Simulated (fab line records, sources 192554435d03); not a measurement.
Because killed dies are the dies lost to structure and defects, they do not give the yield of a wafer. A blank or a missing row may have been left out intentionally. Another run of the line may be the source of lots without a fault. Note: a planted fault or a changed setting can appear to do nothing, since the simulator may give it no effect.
Which tool did it? | flow n5Finfet | Sampling: 10 lots, 29 wafers, 4 of 1938 route steps

WHAT THE GAUGES READ, wafer by wafer
N5_BEOL_M4_RC_MEAS_101.
lot  | measured     | on        | CJ_P
L800 | day 7 20:04  | prober-02 | 5.59 5.93 5.86
L801 | day 8 01:37  | prober-01 | 5.78 5.59
L803 | day 8 18:49  | prober-02 | 5.60 6.04 5.74
L804 | day 8 23:21  | prober-02 | 5.50 5.74 6.07
L807 | day 9 17:04  | prober-02 | 5.97 5.49 5.84
L808 | day 10 03:58 | prober-01 | 5.90 5.87 5.92
L809 | day 10 04:10 | prober-02 | 5.54 6.04 5.81
L812 | day 10 22:04 | prober-02 | 5.75 5.33 5.23
L819 | day 13 09:56 | prober-01 | 5.75 5.88 6.06
L822 | day 13 15:26 | prober-02 | 5.86 5.65 5.74

WHICH TOOL RAN EACH LOT (tool, then ch and the chambers of the sampled wafers, then the start)
lot  | N5_ZERO_LAYER_PECVD_02         | N5_BEOL_M4_ANNEAL_51            | N5_BEOL_M4_DEP_57
L800 | pecvd-04 ch 0,1, day 1 12:28   | rtpAnneal-01 ch 0, day 7 19:02  | pecvd-03 ch 0,2, day 7 19:48
L801 | pecvd-04 ch 0, day 1 18:17     | rtpAnneal-01 ch 0, day 8 00:29  | pecvd-03 ch 1,2, day 8 01:11
L803 | pecvd-02 ch 0,1,2, day 2 06:17 | rtpAnneal-01 ch 0, day 8 17:49  | pecvd-03 ch 0,2, day 8 18:40
L804 | pecvd-04 ch 0,1, day 2 12:19   | rtpAnneal-02 ch 0, day 8 22:14  | pecvd-02 ch 0,1, day 8 22:56
L807 | pecvd-04 ch 0,1,2, day 3 06:17 | rtpAnneal-02 ch 0, day 9 16:10  | pecvd-03 ch 0,1,2, day 9 16:57
L808 | pecvd-04 ch 0,1, day 3 12:17   | rtpAnneal-02 ch 0, day 10 03:00 | pecvd-02 ch 0,2, day 10 03:50
L809 | pecvd-04 ch 0,1, day 3 18:17   | rtpAnneal-01 ch 0, day 10 03:07 | pecvd-03 ch 1,2, day 10 03:53
L812 | pecvd-04 ch 0,2, day 4 12:17   | rtpAnneal-01 ch 0, day 10 21:09 | pecvd-04 ch 0,1, day 10 21:56
L819 | pecvd-03 ch 0,1,2, day 6 06:18 | rtpAnneal-01 ch 0, day 13 09:02 | pecvd-03 ch 0,2, day 13 09:49
L822 | pecvd-02 ch 0,1,2, day 7 00:17 | rtpAnneal-02 ch 0, day 13 14:23 | pecvd-03 ch 1,2, day 13 15:08
- N5_ZERO_LAYER_PECVD_02: deposits SiO2 from SiH4/N2O, target thk 10 nm, time 6 s.
- N5_BEOL_M4_ANNEAL_51: time 90 s.
- N5_BEOL_M4_DEP_57: deposits SiCN from 3MS/NH3, target thk 8 nm, time 14 s.

THE ANSWER, worked out from the rows above alone
Rule: usual is defined by the lots themselves. The widest of any qualifying gaps counts: lots, ordered by their means at a reading, are off when they make up no more than a third of the lots, leave a main group of 4 or more, and stand apart from it by 3 or more times the standard deviation of that group's means. Not used: any main group whose means are identical at the precision the tables above print for the reading. Also off: a lot with no number at a reading for which 4 or more lots have one. Any other lot the step has rows for is counted as sound.
Off: L812, at N5_BEOL_M4_RC_MEAS_101 (CJ_P). The main group has a mean of 5.79 with a standard deviation of 0.063.
If a tool, at a process step before that reading, ran all the lots that are off and no sound lot after the first of them, it fits. The gauges at N5_BEOL_M4_RC_MEAS_101 are tried like those tools. One fits: N5_ZERO_LAYER_PECVD_02 and N5_BEOL_M4_DEP_57 on pecvd-04. At N5_ZERO_LAYER_PECVD_02 its last sound lot is L809 (day 3 18:17), its first lot that is off L812 (day 4 12:17): a fault that began between those two fits.

WHAT THE SIMULATOR HAD INSERTED
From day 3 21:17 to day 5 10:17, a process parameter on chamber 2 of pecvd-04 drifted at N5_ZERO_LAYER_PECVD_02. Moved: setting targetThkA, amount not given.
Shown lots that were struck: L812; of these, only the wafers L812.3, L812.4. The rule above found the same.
